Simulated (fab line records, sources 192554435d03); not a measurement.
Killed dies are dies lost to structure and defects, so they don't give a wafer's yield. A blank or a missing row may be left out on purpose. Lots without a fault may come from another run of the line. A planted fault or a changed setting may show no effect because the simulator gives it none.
One fault seen from 2 desks | flow n5_finfet | each desk has only its own numbers; what lay behind them comes last

THE METROLOGY DESK
What the gauges read, lot by lot, whatever tool the lot ran on: means of the sampled wafers that have a number. A lot is out of limits, marked OUT, if its mean lies more than 4 standard deviations from the usual mean; the brackets give that distance. Of its 11 readings 7 are shown: those that lie furthest out on some lot.
Columns: A = DIBL_P at N5_BEOL_M4_RC_MEAS_101, usual 35.4 mV/V; B = IOFF_N at N5_BEOL_M4_RC_MEAS_101, usual 0.152 nA/um; C = IOFF_P at N5_BEOL_M4_RC_MEAS_101, usual 0.20 nA/um; D = ION_N at N5_BEOL_M4_RC_MEAS_101, usual 672 uA/um; E = ION_P at N5_BEOL_M4_RC_MEAS_101, usual 461 uA/um; F = VT_N at N5_BEOL_M4_RC_MEAS_101, usual 251 mV; G = VT_P at N5_BEOL_M4_RC_MEAS_101, usual -251 mV
lot  | first seen here | A    | B     | C    | D   | E   | F   | G
L167 | day 6 07:59     | 38.0 | 0.173 | 0.24 | 679 | 467 | 248 | -246
L171 | day 7 15:58     | 37.0 | 0.179 | 0.19 | 679 | 458 | 250 | -254
L172 | day 7 20:26     | 37.8 | 0.205 | 0.28 | 688 | 479 | 244 | -243
L175 | day 8 19:00     | 33.0 | 0.119 | 0.17 | 669 | 463 | 255 | -254
L177 | day 9 05:17     | 36.3 | 0.158 | 0.23 | 673 | 465 | 250 | -247
L179 | day 9 17:23     | 34.4 | 0.137 | 0.16 | 654 | 446 | 252 | -256
L180 | day 9 19:09     | 35.1 | 0.133 | 0.18 | 663 | 452 | 254 | -254
L181 | day 10 06:41    | 36.1 | 0.156 | 0.21 | 666 | 462 | 251 | -249
L183 | day 10 11:43    | 33.7 | 0.120 | 0.17 | 656 | 456 | 255 | -251
L190 | day 12 19:16    | 33.5 | 0.119 | 0.19 | 665 | 461 | 255 | -251
This desk's finding: nothing out of limits on any of the 10 lots.

THE TOOL OWNER'S DESK: cmp-02
The tool's own readings at N5_BEOL_M1_CMP_52 (polishes, stops on SiOC, t overpolish 6.8 s, target thk 40 nm): means of the sampled wafers that have a number, for each lot that ran on this tool. A lot is out of limits, marked OUT, if its mean lies more than 4 standard deviations from the usual mean; the brackets give that distance.
Columns: A = barrier_field_endpoint_s at N5_BEOL_M1_CMP_52, usual 24.9 s; B = head_pressure_psi at N5_BEOL_M1_CMP_52, usual 1.0000 psi; C = motor_current_A at N5_BEOL_M1_CMP_52, usual 5.8 A; D = overpolish_run_s at N5_BEOL_M1_CMP_52, usual 6.799 s; E = slurry_flow_ml_min at N5_BEOL_M1_CMP_52, usual 150.0; F = time_to_endpoint_s at N5_BEOL_M1_CMP_52, usual 63.5 s
lot  | first seen here | A               | B                | C   | D     | E     | F
L167 | day 6 07:17     | 25.2            | 0.9999           | 5.4 | 6.803 | 149.5 | 64.6
L171 | day 7 15:17     | 25.6            | 1.0014           | 5.5 | 6.801 | 150.5 | 61.9
L175 | day 8 18:21     | 25.7            | 0.9992           | 6.3 | 6.799 | 149.8 | 68.2
L177 | day 9 04:32     | 25.6            | 1.0001           | 5.9 | 6.803 | 149.9 | 68.7
L179 | day 9 16:43     | 25.3            | 0.9998           | 5.7 | 6.787 | 150.1 | 65.1
L180 | day 9 18:23     | 21.2 (-6.9) OUT | 1.1704 (+74) OUT | 6.8 | 6.795 | 150.1 | 65.4
L181 | day 10 05:59    | 21.6 (-6.2) OUT | 1.1750 (+76) OUT | 6.0 | 6.797 | 149.7 | 65.6
L190 | day 12 18:34    | 24.6            | 0.9984           | 5.6 | 6.793 | 150.0 | 65.1
This desk's finding: out of limits on L180, L181; first on L180, day 9 18:23 (barrier_field_endpoint_s at N5_BEOL_M1_CMP_52). In limits: L167, L171, L175, L177, L179, L190.

PUT TOGETHER
The tool owner's desk could have raised an alarm at day 9 18:23, on L180, L181.
The metrology desk saw nothing out of limits.
The metrology desk has L180, L181 on record, within its limits.
Of the lots named, all ran N5_BEOL_M1_CMP_52 on cmp-02.

WHAT THE SIMULATOR HAD PUT IN
Process parameter drift: cmp-02, from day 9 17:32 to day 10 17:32, at N5_BEOL_M1_CMP_52. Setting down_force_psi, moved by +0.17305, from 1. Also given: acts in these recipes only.
Lots struck among those shown: L180, L181.
Hours from the fault's start to each desk's first reading out of limits: the tool owner's desk, 1.
